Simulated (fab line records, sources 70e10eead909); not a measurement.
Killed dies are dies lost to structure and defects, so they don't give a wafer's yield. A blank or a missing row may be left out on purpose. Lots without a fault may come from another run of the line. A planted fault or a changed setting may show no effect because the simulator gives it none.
Chamber matching | flow nand_harc | NHARC_A_CONTACT_CMP_20 on cmp-02: 4 sister chambers
The step polishes, t overpolish 30 s, target thk 300 nm. 16 wafers are shown with their chamber, then 8 later ones without.

WAFERS WITH THEIR CHAMBER
wafer  | chamber | motor_current_A (A) | time_to_endpoint_s (s) | overpolish_run_s (s)
L074.1 | 3       | 11.6                | 59.0                   | 30.009
L074.3 | 1       | 12.1                | 63.1                   | 29.991
L074.4 | 2       | 12.9                | 58.5                   | 29.989
L078.2 | 0       | 11.0                | 59.4                   | 30.002
L078.3 | 3       | 11.6                | 59.9                   | 29.998
L078.6 | 3       | 11.4                | 59.3                   | 29.986
L080.1 | 3       | 11.0                | 58.4                   | 30.005
L080.3 | 2       | 12.2                | 59.9                   | 29.992
L080.6 | 2       | 12.8                | 58.3                   | 30.009
L083.2 | 2       | 12.4                | 55.1                   | 30.004
L083.4 | 0       | 11.3                | 55.8                   | 30.001
L083.5 | 2       | 12.2                | 57.5                   | 30.004
L082.1 | 1       | 11.7                | 66.0                   | 29.993
L082.4 | 3       | 11.3                | 66.5                   | 30.004
L082.5 | 2       | 13.1                | 62.0                   | 30.007
L088.1 | 3       | 12.1                | 58.9                   | 29.990

SIGNATURES (means of the wafers above)
reading            | chamber 0 | chamber 1 | chamber 2 | chamber 3 | scatter within a chamber
motor_current_A    | 11.150    | 11.900    | 12.600    | 11.500    | 0.359
time_to_endpoint_s | 57.600    | 64.550    | 58.550    | 60.333    | 2.65
overpolish_run_s   | 30.00150  | 29.99200  | 30.00083  | 29.99867  | 0.00794
Rule: a wafer's distance from a chamber is the root of the sum, over the readings, of the square of ((its reading less the chamber's mean) divided by the reading's scatter). The wafer belongs to the nearest chamber; if the next one is less than 2 further off, it can't be placed. The scatter: the root of (the sum of the squares of (reading less its chamber's mean) over the shown wafers, divided by (wafers less chambers)).

WAFERS WITHOUT THEIR CHAMBER
wafer  | motor_current_A (A) | time_to_endpoint_s (s) | overpolish_run_s (s)
L088.3 | 12.1                | 58.1                   | 29.993
L088.5 | 12.3                | 55.4                   | 29.996
L089.2 | 12.1                | 57.3                   | 29.996
L089.5 | 12.0                | 60.9                   | 29.984
L089.6 | 11.0                | 59.7                   | 29.992
L091.2 | 11.2                | 57.2                   | 30.011
L091.5 | 11.8                | 58.5                   | 30.006
L091.6 | 10.8                | 56.1                   | 29.988

WHICH CHAMBER EACH WENT THROUGH
wafer  | from the rows above               | in truth
L088.3 | can't be placed: 2 or 3 or 1 or 0 | 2
L088.5 | can't be placed: 2 or 3 or 0      | 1
L089.2 | can't be placed: 2 or 3 or 0 or 1 | 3
L089.5 | can't be placed: 1 or 3 or 2 or 0 | 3
L089.6 | can't be placed: 0 or 3 or 1      | 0
L091.2 | can't be placed: 0 or 3           | 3
L091.5 | can't be placed: 3 or 0 or 2 or 1 | 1
L091.6 | can't be placed: 0 or 3           | 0
Placed correctly: 0 of 8. Can't be placed from these rows: 8 (the true chamber is among the candidates in 7). Placed wrongly: 0.
